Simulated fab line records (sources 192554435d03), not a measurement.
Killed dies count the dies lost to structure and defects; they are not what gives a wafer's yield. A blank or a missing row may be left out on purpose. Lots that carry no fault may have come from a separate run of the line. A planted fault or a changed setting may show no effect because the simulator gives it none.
Which tool was responsible?	flow n5Finfet	Sampling: 12 lots, 36 wafers, 3 of 1938 route steps

== WHAT EACH GAUGE READ, for each wafer ==
N5_HKMG_FIN_CD_MEAS_12: the cd target is 92.8 nm.
lot	measured	on	cdNm (nm)
L075	day 4 09:53	cdSem-02	93.6 92.7 92.0
L077	day 4 22:22	cdSem-01	91.3 91.2 91.2
L079	day 5 13:26	cdSem-01	92.3 92.2 93.1
L081	day 5 22:46	cdSem-02	91.8 91.4 91.5
L083	day 6 10:11	cdSem-01	93.2 92.3 91.8
L085	day 6 22:12	cdSem-03	93.9 92.7 92.4
L087	day 7 09:43	cdSem-01	91.7 92.1 90.9
L089	day 7 19:43	cdSem-01	92.1 92.4 93.0
L091	day 8 07:29	cdSem-01	94.7 92.6 94.2
L093	day 8 18:49	cdSem-03	91.6 92.2 92.5
L095	day 9 08:04	cdSem-03	91.9 92.1 92.3
L097	day 9 22:11	cdSem-03	92.3 91.6 93.1

== WHICH TOOL RAN EACH LOT (tool, then ch and the chambers of the sampled wafers, then the start) ==
lot	N5_HKMG_FIN_ALD_75	N5_HKMG_FIN_STRIP_60
L075	aldHk-03 ch 0,1,2, day 4 06:10	plasmaAsher-02 ch 0,1, day 4 07:37
L077	aldHk-03 ch 1,2,3, day 4 18:34	plasmaAsher-02 ch 0,1, day 4 20:07
L079	aldHk-03 ch 1,2,3, day 5 09:33	plasmaAsher-02 ch 0,1, day 5 10:59
L081	aldHk-02 ch 2,3, day 5 18:52	plasmaAsher-01 ch 0,1, day 5 20:18
L083	aldHk-02 ch 1,3, day 6 06:29	plasmaAsher-01 ch 0,1, day 6 07:52
L085	aldHk-01 ch 2,3, day 6 18:26	plasmaAsher-01 ch 1, day 6 19:52
L087	aldHk-02 ch 1,2,3, day 7 05:48	plasmaAsher-02 ch 1, day 7 07:18
L089	aldHk-03 ch 0,1,2, day 7 15:57	plasmaAsher-02 ch 0,1, day 7 17:26
L091	aldHk-01 ch 1,2, day 8 03:38	plasmaAsher-01 ch 0,1, day 8 05:05
L093	aldHk-01 ch 1,3, day 8 14:58	plasmaAsher-02 ch 0,1, day 8 16:20
L095	aldHk-01 ch 1,2, day 9 04:20	plasmaAsher-02 ch 0, day 9 05:38
L097	aldHk-01 ch 1,3, day 9 18:24	plasmaAsher-02 ch 0,1, day 9 19:45
- N5_HKMG_FIN_ALD_75: deposits Al2O3, target thk 1 nm, co reactant pulse time 1 s.
- N5_HKMG_FIN_STRIP_60: strips in N2/H2, time 360 s.

== THE ANSWER, worked out from the rows above alone ==
Rule: the usual values come from the lots themselves. Put in order of their means at a reading, lots are off if they are a third of the lots or fewer, leave a main group of 4 or more, and stand apart from it by a gap of 3 or more times the standard deviation of the main group's means; of several such gaps the widest counts. Not used: any main group whose means are identical at the precision the tables above print for the reading. A lot without any number at a reading at which 4 lots or more have one is off too. Any other lot the step has rows for is counted as sound.
No lot is off on any of the readings shown, so nothing can be concluded from this.

== WHAT THE SIMULATOR HAD PUT IN ==
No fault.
